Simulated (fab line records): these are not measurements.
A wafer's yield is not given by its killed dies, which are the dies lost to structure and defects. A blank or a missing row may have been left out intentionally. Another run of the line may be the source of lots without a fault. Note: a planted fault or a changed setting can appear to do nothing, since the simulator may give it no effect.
A struck lot beside a sound one :: flow n5Finfet :: 15 out of 1938 route steps
Sound: wafers L982.2, L982.3, L982.5. Struck: wafer L992.3; the same lot's L992.6 was not struck, so it is left out; see the end for the cause.
At each step with rows: each side's tool, then ch and its chambers, then its first start. Under that, the readings that differ: sound wafers :: struck wafers :: difference of the means :: sigmas: that difference in standard deviations of wafers without a fault.
alike: readings whose means differ by less than 2 such deviations, and words and numbers that are the same on both sides. not compared: withheld readings, readings that some wafer has no value for, bounds like >300 that may hide the same value, and numbers for which the record gives no deviation and whose values overlap.
The two part at a step that has a row with sigmas, a row that says differs or no value, or rows on one side only. Numbers that don't overlap but have no deviation are shown without sigmas and don't part them. A reading missing from all wafers of one side parts the sides only when that side holds two or more wafers.

N5_MOL_CONTACT_COAG_DESCUM_45: chemistry O2, time 7 s.
  sound on rieDiel-06 ch 0,2, day 7 06:59; struck on rieDiel-04 ch 2, day 9 19:31
  alike: drypumpMotorCurrentA, oesProductAu, rfVppV, showerheadPlenumPTorr, throttleValvePct
  not compared: rfHoursCounterH
N5_MOL_CONTACT_COAG_ETCH_65: etches underlayer in N2/H2, target depth 13 nm, time 10.4 s.
  sound on rieDiel-06 ch 0,2, day 7 07:01; struck on rieDiel-04 ch 2, day 9 19:33
  alike: drypumpMotorCurrentA, etchRfOnTimeS, oesProductAu, rfVppV, showerheadPlenumPTorr, throttleValvePct
  not compared: rfHoursCounterH
then, 2 steps without rows for these wafers: N5_MOL_CONTACT_COAG_ETCH_66 (etches SiARC in CF4, target depth 13 nm, time 21.7 s); N5_MOL_CONTACT_COAG_ALD_133 (deposits SiO2, target thk 5 nm, pulse time 1 s, co reactant pulse time 1 s).
N5_MOL_CONTACT_COAG_ETCHBACK_134: etches SiO2 in CHF3, target depth 10 nm, time 6.7 s.
  sound on rieDiel-06 ch 2,3, day 7 07:20; struck on rieDiel-04 ch 2, day 9 19:50
reading: showerheadPlenumPTorr (Torr)
sound: 2.25 2.29 2.25
struck: 2.40
difference: +0.14
sigmas: +2
  alike: drypumpMotorCurrentA, oesProductAu, rfVppV, throttleValvePct
  not compared: rfHoursCounterH
N5_MOL_CONTACT_COAG_ETCH_67: etches SOC in N2/H2, target depth 60 nm, overetch 21 nm, time 101.2 s.
  sound on rieDiel-06 ch 2,3, day 7 07:22; struck on rieDiel-04 ch 2, day 9 19:52
reading: rfVppV (V)
sound: 519.9 521.0 519.7
struck: 525.5
difference: +5.3
sigmas: +2

reading: showerheadPlenumPTorr (Torr)
sound: 2.41 2.44 2.41
struck: 2.57
difference: +0.15
sigmas: +2
  alike: drypumpMotorCurrentA, oesProductAu, throttleValvePct
  not compared: rfHoursCounterH
then, 5 steps without rows for these wafers: N5_MOL_CONTACT_COAG_STRIP_68 (strips in N2/H2); N5_MOL_CONTACT_COAG_STRIP_69 (strips in N2/H2); N5_MOL_CONTACT_COAG_ETCHBACK_136 (etches SiO2 in CHF3, target depth 25 nm, time 16.7 s); N5_MOL_CONTACT_COAG_STRIP_120 (strips in CHF3); N5_MOL_CONTACT_COAG_VIA_ETCH_117 (etches SiO2 in C4F6/O2, target depth 40 nm, overetch 8 nm, time 26 s).
N5_MOL_CONTACT_COAG_ETCH_124: etches SiNx in CH3F/O2, stops on SiOC, target depth 6.5 nm.
  sound on rieDiel-06 ch 2,3, day 7 07:31; struck on rieDiel-04 ch 2, day 9 20:01
  alike: drypumpMotorCurrentA, oesProductAu, rfVppV, showerheadPlenumPTorr, throttleValvePct
  not compared: rfHoursCounterH
N5_MOL_CONTACT_COAG_ETCH_48: etches SiOC in C4F6/O2, target depth 15 nm, overetch 4.5 nm, time 17 s.
  sound on rieDiel-06 ch 2,3, day 7 07:33; struck on rieDiel-04 ch 2, day 9 20:03
reading: showerheadPlenumPTorr (Torr)
sound: 2.69 2.73 2.69
struck: 2.86
difference: +0.16
sigmas: +2
  alike: drypumpMotorCurrentA, oesProductAu, rfVppV, throttleValvePct
  not compared: rfHoursCounterH, model.SOC_of_MOL_CONTACT_COAG_COAT_62.thkNm
then, 1 step without rows for these wafers: N5_MOL_CONTACT_COAG_STRIP_72 (strips in N2/H2).
-- the record jumps here: 3 days lie between the struck wafers' starts before and after (it left off in module MOL_CONTACT_COAG and takes up again in module BEOL_M4, whose first step shown is number 1111 of the route) --
N5_BEOL_M4_RC_MEAS_101:
  sound on prober-01 ch 0, day 10 01:55; struck on prober-02 ch 0, day 12 19:46
  alike: DIBL_N, DIBL_P, IOFF_N, IOFF_P, ION_N, ION_P, SS_N, SS_P, VT_N, VT_P

## WHERE THEY PART
At N5_MOL_CONTACT_COAG_ETCHBACK_134 first; at N5_MOL_CONTACT_COAG_ETCH_48 last (within this record only). Later steps at which nothing parts them and some readings are alike: N5_BEOL_M4_RC_MEAS_101.

WHY: what the simulator had put in
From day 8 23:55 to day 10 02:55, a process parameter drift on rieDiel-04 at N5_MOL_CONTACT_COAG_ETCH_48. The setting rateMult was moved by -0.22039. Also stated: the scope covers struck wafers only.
